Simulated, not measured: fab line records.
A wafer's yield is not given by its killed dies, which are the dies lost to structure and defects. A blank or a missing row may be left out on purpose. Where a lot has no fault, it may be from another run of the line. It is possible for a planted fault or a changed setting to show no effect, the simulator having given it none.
Matching of chambers	flow n5-finfet	uv-cure-01 running N5_BEOL_M8_CURE_75: 3 sister chambers
The step cures SiCOH lowk, time 120 s. 16 wafers are shown with their chamber, then 8 later ones without.

== WAFERS, EACH WITH ITS CHAMBER ==
wafer	chamber	wafer_temp_C_max	lamp-power-pct (%)
L074.4	2	373.0	52.25
L074.5	2	373.2	52.37
L074.6	2	371.7	52.36
L078.2	1	371.9	52.33
L078.4	1	371.5	52.33
L078.5	1	371.5	52.28
L081.3	2	371.7	52.27
L081.4	2	371.7	52.35
L081.5	2	372.3	52.29
L085.1	0	371.4	52.41
L085.2	0	370.8	52.31
L085.6	0	370.9	52.34
L086.3	0	370.9	52.33
L086.4	0	371.0	52.34
L086.5	0	371.4	52.32
L088.1	2	372.2	52.43

SIGNATURES (averages over the wafers above)
reading	chamber 0	chamber 1	chamber 2	scatter within a chamber
wafer_temp_C_max	371.067	371.633	372.257	0.467
lamp-power-pct	52.3417	52.3133	52.3314	0.05
Rule: a wafer's distance from a chamber is the root of the sum, over the readings, of the square of ((its reading less the chamber's mean) divided by the reading's scatter). The wafer belongs to the nearest chamber; if the next one is less than 2 further off, it can't be placed. The scatter: the root of (the sum of the squares of (reading less its chamber's mean) over the shown wafers, divided by (wafers less chambers)).

== WAFERS WITHOUT THEIR CHAMBER ==
wafer	wafer_temp_C_max	lamp-power-pct (%)
L088.2	371.8	52.40
L088.5	372.0	52.24
L092.2	371.2	52.27
L092.5	372.2	52.25
L092.6	371.2	52.39
L091.3	371.8	52.32
L091.5	371.7	52.42
L091.6	371.3	52.34

== EACH ONE'S CHAMBER ==
wafer	from the rows above	in truth
L088.2	can't be placed: 2 or 1 or 0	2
L088.5	can't be placed: 1 or 2 or 0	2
L092.2	can't be placed: 1 or 0 or 2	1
L092.5	can't be placed: 2 or 1 or 0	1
L092.6	can't be placed: 0 or 1 or 2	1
L091.3	can't be placed: 1 or 2 or 0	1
L091.5	can't be placed: 0 or 2 or 1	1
L091.6	can't be placed: 0 or 1 or 2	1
Placed correctly: 0 of 8. From these rows, 8 cannot be placed; in 8 the true chamber is one of the candidates. Wrongly placed: 0.
